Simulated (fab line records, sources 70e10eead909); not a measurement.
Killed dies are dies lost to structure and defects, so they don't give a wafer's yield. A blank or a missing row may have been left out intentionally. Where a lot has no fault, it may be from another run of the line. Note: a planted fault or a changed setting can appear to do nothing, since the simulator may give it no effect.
Check for tools in common / flow nand-harc / 13 lots, 45 wafers sampled

## REASON FOR OPENING
Flagged at NHARC_A_ONON_D1_THK_MEAS_30: reading thk-nm, on 2 of 13 lots. No-fault wafers: 1001 nm, standard deviation 11.
Rule: a lot is flagged in two cases, either no wafer of it has a number, or all its wafers with numbers fall more than 4 standard deviations from that mean. All remaining lots are regarded as sound.

lot=L202; measured=day 8 01:48; on=film-metro-01; thk-nm (nm), wafer by wafer=995 995 997; flag=
lot=L204; measured=day 9 00:29; on=film-metro-01; thk-nm (nm), wafer by wafer=1012 1011 1012; flag=
lot=L205; measured=day 9 16:46; on=film-metro-02; thk-nm (nm), wafer by wafer=1000 1000 998; flag=
lot=L206; measured=day 10 01:10; on=film-metro-02; thk-nm (nm), wafer by wafer=999 998 997; flag=
lot=L209; measured=day 11 05:59; on=film-metro-01; thk-nm (nm), wafer by wafer=992 994 993; flag=
lot=L210; measured=day 11 18:43; on=film-metro-01; thk-nm (nm), wafer by wafer=1001 1000 1001; flag=
lot=L212; measured=day 12 08:24; on=film-metro-02; thk-nm (nm), wafer by wafer=1001 1003 1001; flag=
lot=L211; measured=day 12 08:38; on=film-metro-01; thk-nm (nm), wafer by wafer=1030 1030 1029; flag=
lot=L217; measured=day 14 08:48; on=film-metro-02; thk-nm (nm), wafer by wafer=1525 1523 1522 1524 1523 1523; flag=FLAGGED
lot=L218; measured=day 15 01:13; on=film-metro-02; thk-nm (nm), wafer by wafer=1544 1545 1547 1545 1546 1545; flag=FLAGGED
lot=L223; measured=day 17 06:09; on=film-metro-02; thk-nm (nm), wafer by wafer=998 1000 999; flag=
lot=L224; measured=day 17 06:10; on=film-metro-01; thk-nm (nm), wafer by wafer=994 995 996; flag=
lot=L225; measured=day 17 19:08; on=film-metro-02; thk-nm (nm), wafer by wafer=1006 1006 1005; flag=
The numbers of the flagged lots are 1534 nm on average: +533 nm against the usual, or +48 standard deviations.

## EACH LOT AND THE TOOL IT RAN ON
2 process steps preceding the reading are held in the record, out of 1302 steps in the route. Each cell gives the tool, then ch followed by the chambers the sampled wafers passed through, then the start.
lot=L202; flag=; NHARC_A_ZERO_WELL_DESCUM_12=rie-diel-10 ch 0,2, day 6 16:04; NHARC_A_ONON_D1_DEP_28=pecvd-onon-03 ch 0, day 8 01:24
lot=L204; flag=; NHARC_A_ZERO_WELL_DESCUM_12=rie-diel-10 ch 0,2,3, day 7 13:28; NHARC_A_ONON_D1_DEP_28=pecvd-onon-03 ch 0, day 9 00:09
lot=L205; flag=; NHARC_A_ZERO_WELL_DESCUM_12=rie-diel-10 ch 0,1,2, day 8 05:40; NHARC_A_ONON_D1_DEP_28=pecvd-onon-03 ch 0, day 9 16:15
lot=L206; flag=; NHARC_A_ZERO_WELL_DESCUM_12=rie-diel-10 ch 1,2, day 8 13:24; NHARC_A_ONON_D1_DEP_28=pecvd-onon-03 ch 0, day 10 00:43
lot=L209; flag=; NHARC_A_ZERO_WELL_DESCUM_12=rie-diel-10 ch 0,1,3, day 9 15:24; NHARC_A_ONON_D1_DEP_28=pecvd-onon-02 ch 0, day 11 05:28
lot=L210; flag=; NHARC_A_ZERO_WELL_DESCUM_12=rie-diel-10 ch 0,1,3, day 10 04:38; NHARC_A_ONON_D1_DEP_28=pecvd-onon-02 ch 0, day 11 18:12
lot=L212; flag=; NHARC_A_ZERO_WELL_DESCUM_12=rie-diel-10 ch 2,3, day 10 19:59; NHARC_A_ONON_D1_DEP_28=pecvd-onon-02 ch 0, day 12 07:53
lot=L211; flag=; NHARC_A_ZERO_WELL_DESCUM_12=rie-diel-10 ch 0,1,2, day 10 17:42; NHARC_A_ONON_D1_DEP_28=pecvd-onon-03 ch 0, day 12 08:07
lot=L217; flag=FLAGGED; NHARC_A_ZERO_WELL_DESCUM_12=rie-diel-10 ch 0,2, day 12 21:43; NHARC_A_ONON_D1_DEP_28=pecvd-onon-03 ch 0, day 14 08:20
lot=L218; flag=FLAGGED; NHARC_A_ZERO_WELL_DESCUM_12=rie-diel-10 ch 0,1,3, day 13 09:44; NHARC_A_ONON_D1_DEP_28=pecvd-onon-03 ch 0, day 15 00:43
lot=L223; flag=; NHARC_A_ZERO_WELL_DESCUM_12=rie-diel-09 ch 0,2,3, day 15 15:46; NHARC_A_ONON_D1_DEP_28=pecvd-onon-01 ch 0, day 17 05:38
lot=L224; flag=; NHARC_A_ZERO_WELL_DESCUM_12=rie-diel-10 ch 0,1, day 15 21:02; NHARC_A_ONON_D1_DEP_28=pecvd-onon-02 ch 0, day 17 05:43
lot=L225; flag=; NHARC_A_ZERO_WELL_DESCUM_12=rie-diel-09 ch 0,2, day 16 06:45; NHARC_A_ONON_D1_DEP_28=pecvd-onon-02 ch 0, day 17 18:37
What the steps here do:
- NHARC_A_ZERO_WELL_DESCUM_12: chemistry O2, time 3 s.
- NHARC_A_ONON_D1_DEP_28: target thk 1000 nm.
- NHARC_A_ONON_D1_THK_MEAS_30: measures by ellipsometry.

## FLAGGED OVER TOTAL, TOOL BY TOOL (the gauges that took the reading come last)
step=NHARC_A_ZERO_WELL_DESCUM_12; tool=rie-diel-09; lots run=2; flagged=0; share of the flagged lots=none; sound lots run after its first flagged lot=-
step=NHARC_A_ZERO_WELL_DESCUM_12; tool=rie-diel-10; lots run=11; flagged=2; share of the flagged lots=all; sound lots run after its first flagged lot=1 (L224)
step=NHARC_A_ONON_D1_DEP_28; tool=pecvd-onon-01; lots run=1; flagged=0; share of the flagged lots=none; sound lots run after its first flagged lot=-
step=NHARC_A_ONON_D1_DEP_28; tool=pecvd-onon-02; lots run=5; flagged=0; share of the flagged lots=none; sound lots run after its first flagged lot=-
step=NHARC_A_ONON_D1_DEP_28; tool=pecvd-onon-03; lots run=7; flagged=2; share of the flagged lots=all; sound lots run after its first flagged lot=0
step=NHARC_A_ONON_D1_THK_MEAS_30; tool=film-metro-01; lots run=6; flagged=0; share of the flagged lots=none; sound lots run after its first flagged lot=-
step=NHARC_A_ONON_D1_THK_MEAS_30; tool=film-metro-02; lots run=7; flagged=2; share of the flagged lots=all; sound lots run after its first flagged lot=2 (L223,L225)

## WHAT IS ALLOWED BY THE TABLE
rie-diel-10 at NHARC_A_ZERO_WELL_DESCUM_12, pecvd-onon-03 at NHARC_A_ONON_D1_DEP_28 and film-metro-02 at NHARC_A_ONON_D1_THK_MEAS_30: these 3 rows of the table ran every flagged lot.
- rie-diel-10 at NHARC_A_ZERO_WELL_DESCUM_12: 2 of its 11 lots flagged. Sound lots followed the first flagged one (L224) on it, something a lasting fault affecting the whole tool could not allow.
- pecvd-onon-03 at NHARC_A_ONON_D1_DEP_28: 2 of its 7 lots flagged. It ran its last sound lot, L211, at day 12 08:07 and its first flagged lot, L217, at day 14 08:20: a fault with its onset between the two fits.
- film-metro-02 at NHARC_A_ONON_D1_THK_MEAS_30: 2 of its 7 lots flagged. Sound lots followed the first flagged one (L223, L225) on it, something a lasting fault affecting the whole tool could not allow.
What remains is a single tool, pecvd-onon-03 at NHARC_A_ONON_D1_DEP_28.

## WHAT THE SIMULATOR HAD INSERTED
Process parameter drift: pecvd-onon-03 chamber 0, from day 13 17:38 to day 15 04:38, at NHARC_A_ONON_D1_DEP_28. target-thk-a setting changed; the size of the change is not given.
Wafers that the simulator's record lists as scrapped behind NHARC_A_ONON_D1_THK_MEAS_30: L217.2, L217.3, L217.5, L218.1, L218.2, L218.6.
Struck lots among those shown: L217, L218. The rule above found the same.
